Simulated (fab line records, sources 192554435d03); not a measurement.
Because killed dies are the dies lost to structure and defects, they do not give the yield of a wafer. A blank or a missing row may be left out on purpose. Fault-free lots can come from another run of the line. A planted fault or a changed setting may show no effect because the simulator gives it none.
Chamber matching | flow n5Finfet | N5_BEOL_M5_PRE_CLEAN_77 on cvdCo-02: 3 sister chambers
The step time 15 s. 6 wafers are shown with their chamber, then 12 later ones without.

== WAFERS WITH THEIR CHAMBER ==
wafer  | chamber | heaterPowerW (W)
L087.1 | 2       | 74
L088.4 | 1       | 76
L088.5 | 0       | 69
L090.1 | 2       | 72
L090.2 | 0       | 69
L090.3 | 1       | 76

== WAFERS WITH NO CHAMBER GIVEN ==
wafer  | heaterPowerW (W)
L090.4 | 75
L090.5 | 75
L090.6 | 68
L094.3 | 75
L094.4 | 65
L094.5 | 73
L096.2 | 77
L096.3 | 67
L096.4 | 74
L097.1 | 66
L097.3 | 79
L097.6 | 78

== CHAMBER TAKEN BY EACH ==
wafer  | from the rows above     | in truth
L090.4 | can't be placed: 1 or 2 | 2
L090.5 | can't be placed: 1 or 2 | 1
L090.6 | 0                       | 0
L094.3 | can't be placed: 1 or 2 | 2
L094.4 | 0                       | 0
L094.5 | 2                       | 2
L096.2 | 1                       | 1
L096.3 | 0                       | 0
L096.4 | can't be placed: 2 or 1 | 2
L097.1 | 0                       | 0
L097.3 | 1                       | 1
L097.6 | 1                       | 1
Correct placement for 8 of the 12. Unplaceable from these rows: 4, with the true chamber sitting among the candidates in 4. Placed wrongly: 0.
How it was worked out, from the rows above alone: a wafer's distance from a chamber is the root of the sum, over the readings, of the square of ((its reading less the chamber's mean) divided by the reading's scatter). If the next closest chamber is less than 2 further off than the closest, the wafer can't be placed; otherwise it belongs to the closest. The mean given for a chamber averages the wafers shown for that chamber. The scatter is the square root of a quotient: the sum, over the shown wafers, of each reading's squared deviation from its chamber's mean, divided by wafers minus chambers.
